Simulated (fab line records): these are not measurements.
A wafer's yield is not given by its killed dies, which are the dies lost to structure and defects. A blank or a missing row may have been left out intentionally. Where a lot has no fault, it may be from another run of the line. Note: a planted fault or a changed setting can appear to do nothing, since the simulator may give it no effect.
Split-lot study / flow n5 finfet / route with 1938 steps; 7 lots, 39 wafers read

SPLIT DETAILS
At N5_BEOL_M1_PECVD_72 (deposits SiO2 from TEOS/O2, target thk 16 nm, time 18 s), the setting time s was moved away from the recipe's 18 s on 15 of the 39 wafers read, by -44.6% to +54.7%. The other wafers ran this setting at the recipe's value.

Reading taken at the split's own step.

THE READING
SiO2_of_BEOL_M1_PECVD_72.thk nm (the simulator's own value, which no gauge read), in nm, at N5_BEOL_M1_PECVD_72 (deposits SiO2 from TEOS/O2, target thk 16 nm, time 18 s). No usual value for it is given in the file. Here, 24 wafers ran the recipe; their average is 16.1 nm with a standard deviation of 0.23 nm.

wafer=L081.1; tool, chamber at the split=pecvd-01, 1; time s as run, s=22.46; against the recipe=+24.8%; SiO2_of_BEOL_M1_PECVD_72.thk nm, nm=20; against lot-mates on the recipe=+3.7
wafer=L081.2; tool, chamber at the split=pecvd-01, 2; time s as run, s=22.46; against the recipe=+24.8%; SiO2_of_BEOL_M1_PECVD_72.thk nm, nm=19.8; against lot-mates on the recipe=+3.5
wafer=L081.5; tool, chamber at the split=pecvd-01, 2; time s as run, s=22.46; against the recipe=+24.8%; SiO2_of_BEOL_M1_PECVD_72.thk nm, nm=19.8; against lot-mates on the recipe=+3.5
wafer=L081.3; tool, chamber at the split=pecvd-01, 0; time s as run, s=18; against the recipe=recipe; SiO2_of_BEOL_M1_PECVD_72.thk nm, nm=16.2; against lot-mates on the recipe=-
wafer=L081.4; tool, chamber at the split=pecvd-01, 0,1; time s as run, s=18; against the recipe=recipe; SiO2_of_BEOL_M1_PECVD_72.thk nm, nm=16.4; against lot-mates on the recipe=-
wafer=L081.6; tool, chamber at the split=pecvd-01, 0,1; time s as run, s=18; against the recipe=recipe; SiO2_of_BEOL_M1_PECVD_72.thk nm, nm=16.4; against lot-mates on the recipe=-
wafer=L084.4; tool, chamber at the split=pecvd-02, 2; time s as run, s=18; against the recipe=recipe; SiO2_of_BEOL_M1_PECVD_72.thk nm, nm=15.8; against lot-mates on the recipe=-
wafer=L084.5; tool, chamber at the split=pecvd-02, 1,0; time s as run, s=18; against the recipe=recipe; SiO2_of_BEOL_M1_PECVD_72.thk nm, nm=16; against lot-mates on the recipe=-
wafer=L084.6; tool, chamber at the split=pecvd-02, 1,0; time s as run, s=18; against the recipe=recipe; SiO2_of_BEOL_M1_PECVD_72.thk nm, nm=16; against lot-mates on the recipe=-
wafer=L085.1; tool, chamber at the split=pecvd-01, 1; time s as run, s=18; against the recipe=recipe; SiO2_of_BEOL_M1_PECVD_72.thk nm, nm=16.2; against lot-mates on the recipe=-
wafer=L085.5; tool, chamber at the split=pecvd-01, 1; time s as run, s=18; against the recipe=recipe; SiO2_of_BEOL_M1_PECVD_72.thk nm, nm=16.2; against lot-mates on the recipe=-
wafer=L085.2; tool, chamber at the split=pecvd-01, 2; time s as run, s=10.4; against the recipe=-42.2%; SiO2_of_BEOL_M1_PECVD_72.thk nm, nm=9.4; against lot-mates on the recipe=-6.7
wafer=L085.4; tool, chamber at the split=pecvd-01, 2; time s as run, s=10.4; against the recipe=-42.2%; SiO2_of_BEOL_M1_PECVD_72.thk nm, nm=9.4; against lot-mates on the recipe=-6.7
wafer=L085.3; tool, chamber at the split=pecvd-01, 0; time s as run, s=18; against the recipe=recipe; SiO2_of_BEOL_M1_PECVD_72.thk nm, nm=15.8; against lot-mates on the recipe=-
wafer=L085.6; tool, chamber at the split=pecvd-01, 0; time s as run, s=10.4; against the recipe=-42.2%; SiO2_of_BEOL_M1_PECVD_72.thk nm, nm=9.6; against lot-mates on the recipe=-6.5
wafer=L091.1; tool, chamber at the split=pecvd-02, 1; time s as run, s=21.7; against the recipe=+20.6%; SiO2_of_BEOL_M1_PECVD_72.thk nm, nm=19.2; against lot-mates on the recipe=+3.0
wafer=L091.2; tool, chamber at the split=pecvd-02, 0; time s as run, s=18; against the recipe=recipe; SiO2_of_BEOL_M1_PECVD_72.thk nm, nm=16.2; against lot-mates on the recipe=-
wafer=L091.3; tool, chamber at the split=pecvd-02, 1; time s as run, s=21.7; against the recipe=+20.6%; SiO2_of_BEOL_M1_PECVD_72.thk nm, nm=19.6; against lot-mates on the recipe=+3.4
wafer=L091.4; tool, chamber at the split=pecvd-02, 0; time s as run, s=18; against the recipe=recipe; SiO2_of_BEOL_M1_PECVD_72.thk nm, nm=16; against lot-mates on the recipe=-
wafer=L091.5; tool, chamber at the split=pecvd-02, 1; time s as run, s=18; against the recipe=recipe; SiO2_of_BEOL_M1_PECVD_72.thk nm, nm=16.4; against lot-mates on the recipe=-
wafer=L091.6; tool, chamber at the split=pecvd-02, 0; time s as run, s=21.7; against the recipe=+20.6%; SiO2_of_BEOL_M1_PECVD_72.thk nm, nm=19.4; against lot-mates on the recipe=+3.2
wafer=L090.1; tool, chamber at the split=pecvd-01, 1,0; time s as run, s=18; against the recipe=recipe; SiO2_of_BEOL_M1_PECVD_72.thk nm, nm=16.4; against lot-mates on the recipe=-
wafer=L090.5; tool, chamber at the split=pecvd-01, 1,0; time s as run, s=18; against the recipe=recipe; SiO2_of_BEOL_M1_PECVD_72.thk nm, nm=16.4; against lot-mates on the recipe=-
wafer=L090.2; tool, chamber at the split=pecvd-01, 2; time s as run, s=27.84; against the recipe=+54.7%; SiO2_of_BEOL_M1_PECVD_72.thk nm, nm=24.4; against lot-mates on the recipe=+7.9
wafer=L090.3; tool, chamber at the split=pecvd-01, 0; time s as run, s=27.84; against the recipe=+54.7%; SiO2_of_BEOL_M1_PECVD_72.thk nm, nm=24.6; against lot-mates on the recipe=+8.1
wafer=L090.4; tool, chamber at the split=pecvd-01, 2; time s as run, s=27.84; against the recipe=+54.7%; SiO2_of_BEOL_M1_PECVD_72.thk nm, nm=25.2; against lot-mates on the recipe=+8.7
wafer=L090.6; tool, chamber at the split=pecvd-01, 1; time s as run, s=18; against the recipe=recipe; SiO2_of_BEOL_M1_PECVD_72.thk nm, nm=16.6; against lot-mates on the recipe=-
wafer=L096.1; tool, chamber at the split=pecvd-03, 1,2; time s as run, s=18; against the recipe=recipe; SiO2_of_BEOL_M1_PECVD_72.thk nm, nm=15.8; against lot-mates on the recipe=-
wafer=L096.3; tool, chamber at the split=pecvd-03, 1,2; time s as run, s=18; against the recipe=recipe; SiO2_of_BEOL_M1_PECVD_72.thk nm, nm=15.8; against lot-mates on the recipe=-
wafer=L096.2; tool, chamber at the split=pecvd-03, 0; time s as run, s=18; against the recipe=recipe; SiO2_of_BEOL_M1_PECVD_72.thk nm, nm=16; against lot-mates on the recipe=-
wafer=L096.4; tool, chamber at the split=pecvd-03, 0,2; time s as run, s=18; against the recipe=recipe; SiO2_of_BEOL_M1_PECVD_72.thk nm, nm=16.2; against lot-mates on the recipe=-
wafer=L096.6; tool, chamber at the split=pecvd-03, 0,2; time s as run, s=18; against the recipe=recipe; SiO2_of_BEOL_M1_PECVD_72.thk nm, nm=16.2; against lot-mates on the recipe=-
wafer=L096.5; tool, chamber at the split=pecvd-03, 1; time s as run, s=18; against the recipe=recipe; SiO2_of_BEOL_M1_PECVD_72.thk nm, nm=16.4; against lot-mates on the recipe=-
wafer=L097.1; tool, chamber at the split=pecvd-03, 0; time s as run, s=18; against the recipe=recipe; SiO2_of_BEOL_M1_PECVD_72.thk nm, nm=15.8; against lot-mates on the recipe=-
wafer=L097.2; tool, chamber at the split=pecvd-03, 1,2; time s as run, s=9.978; against the recipe=-44.6%; SiO2_of_BEOL_M1_PECVD_72.thk nm, nm=9.2; against lot-mates on the recipe=-6.9
wafer=L097.3; tool, chamber at the split=pecvd-03, 1,2; time s as run, s=9.978; against the recipe=-44.6%; SiO2_of_BEOL_M1_PECVD_72.thk nm, nm=9.2; against lot-mates on the recipe=-6.9
wafer=L097.4; tool, chamber at the split=pecvd-03, 2,0; time s as run, s=18; against the recipe=recipe; SiO2_of_BEOL_M1_PECVD_72.thk nm, nm=16.2; against lot-mates on the recipe=-
wafer=L097.5; tool, chamber at the split=pecvd-03, 2,0; time s as run, s=18; against the recipe=recipe; SiO2_of_BEOL_M1_PECVD_72.thk nm, nm=16.2; against lot-mates on the recipe=-
wafer=L097.6; tool, chamber at the split=pecvd-03, 1; time s as run, s=9.978; against the recipe=-44.6%; SiO2_of_BEOL_M1_PECVD_72.thk nm, nm=9.4; against lot-mates on the recipe=-6.7
If several chambers appear in one row, that row covers several wafers at once and the file leaves open which wafer was in which chamber.

FIT RESULTS
A straight line over all 39 wafers: SiO2_of_BEOL_M1_PECVD_72.thk nm changes by +0.156 nm for each +1% of time s; r = +1.00; the points scatter about the line by 0.23 nm.
The same after taking each lot's own level away (the mean of its wafers on the recipe; 39 wafers): +0.152 nm for each +1%; r = +1.00; scatter 0.2 nm.
On that fit, the largest move of time s shifts the reading by 8.3 nm.
The span of the lots' own levels, 15.93 to 16.47 nm, comes to 2.3 times the standard deviation stated above.
So the lot-to-lot level changes the slope little: the two slopes agree.
Check: with one of the wafers moved furthest among these (+54.7%) left out of the fit, the line predicts +8.36 nm for it against its lot-mates. It came out at +7.93 nm against them.

OTHER SPLITS APPLIED TO THESE WAFERS
Note: prior to the reading, these wafers also went through further splits. Each is held against what the fit with the lots' levels taken away leaves over:
other split on the same wafers=N5_MOL_CONTACT_COAG_ALD_123 ald cycles; wafers away from the commonest value=6; r with SiO2_of_BEOL_M1_PECVD_72.thk nm (lot level and that fit taken away)=+0.17

THE FILE'S OWN FIT
SiO2_of_BEOL_M1_PECVD_72.thk nm changes by +0.152 nm for each +1% of time s, r = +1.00.
